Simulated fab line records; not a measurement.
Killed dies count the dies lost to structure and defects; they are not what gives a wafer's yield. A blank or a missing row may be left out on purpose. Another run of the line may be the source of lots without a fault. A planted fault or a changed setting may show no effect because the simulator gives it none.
Split-lot trial | flow n5-finfet | 7 lots, 21 wafers read, on a route of 1938 steps

ABOUT THE SPLIT
At N5_BEOL_M4_TRENCH_ETCH_37 (etches SiOC in C4F6/O2, target depth 55.555 nm, time 29.2 s), the setting bias-w was moved away from the recipe's 185 W on 3 of the 21 wafers read, by -10.5% to +9.2%. The other wafers ran this setting at the recipe's value.

The reading is taken at the split's own step.

THE READING
rf-vpp-V, in V, at N5_BEOL_M4_TRENCH_ETCH_37 (etches SiOC in C4F6/O2, target depth 55.555 nm, time 29.2 s). On this fab line, fault-free wafers typically give 665 V with a standard deviation of 6 V.

wafer  | tool, chamber at the split | bias-w as run, W | against the recipe | rf-vpp-V, V | against lot-mates on the recipe
L083.1 | rie-diel-01, 1             | 185              | recipe             | 665         | -
L083.2 | rie-diel-01, 2             | 165.5            | -10.5%             | 610         | -56
L083.5 | rie-diel-01, 1             | 185              | recipe             | 667         | -
L082.2 | rie-diel-04, 2             | 202              | +9.2%              | 713         | +35
L082.3 | rie-diel-04, 3             | 185              | recipe             | 679         | -
L082.4 | rie-diel-04, 1             | 185              | recipe             | 677         | -
L085.1 | rie-diel-01, 0             | 185              | recipe             | 668         | -
L085.2 | rie-diel-01, 2             | 185              | recipe             | 666         | -
L085.4 | rie-diel-01, 0             | 185              | recipe             | 669         | -
L089.3 | rie-diel-01, 1             | 173.5            | -6.2%              | 633         | -31
L089.4 | rie-diel-01, 2             | 185              | recipe             | 668         | -
L089.5 | rie-diel-01, 3             | 185              | recipe             | 660         | -
L092.3 | rie-diel-03, 0             | 185              | recipe             | 675         | -
L092.4 | rie-diel-03, 3             | 185              | recipe             | 655         | -
L092.6 | rie-diel-03, 1             | 185              | recipe             | 657         | -
L094.3 | rie-diel-01, 1             | 185              | recipe             | 664         | -
L094.4 | rie-diel-01, 0             | 185              | recipe             | 668         | -
L094.5 | rie-diel-01, 1             | 185              | recipe             | 665         | -
L093.1 | rie-diel-04, 2             | 185              | recipe             | 665         | -
L093.2 | rie-diel-04, 0             | 185              | recipe             | 656         | -
L093.4 | rie-diel-04, 1             | 185              | recipe             | 676         | -

THE FIT
A straight line over all 21 wafers: rf-vpp-V changes by +5.26 V for each +1% of bias-w; r = +0.94; the points scatter about the line by 6.6 V.
The same after taking each lot's own level away (the mean of its wafers on the recipe; 21 wafers): +4.69 V for each +1%; r = +0.95; scatter 5.6 V.
That fit puts the effect of the largest move of bias-w on the reading at 49 V.
The span of the lots' own levels, 662.3 to 678.0 V, comes to 2.6 times the standard deviation stated above.
In other words, the slope is changed by the lot-to-lot level; the two fits disagree.
Check: for one of the wafers moved furthest among these (-10.5%), held out of the fit, the line's prediction against its lot-mates is -44.6 V. It came out at -56 V against them.
Tool readings at the split's step, against how far the setting was moved: rf-vpp-V r = +0.94.

OTHER SPLITS ON THESE WAFERS
Before the reading, these wafers also passed through other splits. Each is held against what the fit with the lots' levels taken away leaves over:
other split on the same wafers | wafers away from the commonest value | r with rf-vpp-V (lot level and that fit taken away)
N5_BEOL_M1_COAT_73 temp-c      | 5                                    | +0.26
N5_BEOL_M2_ILD_DEP_00 time-s   | 9                                    | +0.44
N5_BEOL_M2_DESCUM_33 time-s    | 3                                    | -0.04
N5_BEOL_M3_COAT_67 spin-rpm    | 10                                   | +0.06
N5_BEOL_M3_COAT_68 spin-rpm    | 4                                    | +0.12
N5_BEOL_M4_COAT_62 spin-rpm    | 6                                    | +0.03

FILE'S OWN FIT
rf-vpp-V changes by +4.74 V for each +1% of bias-w, r = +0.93.
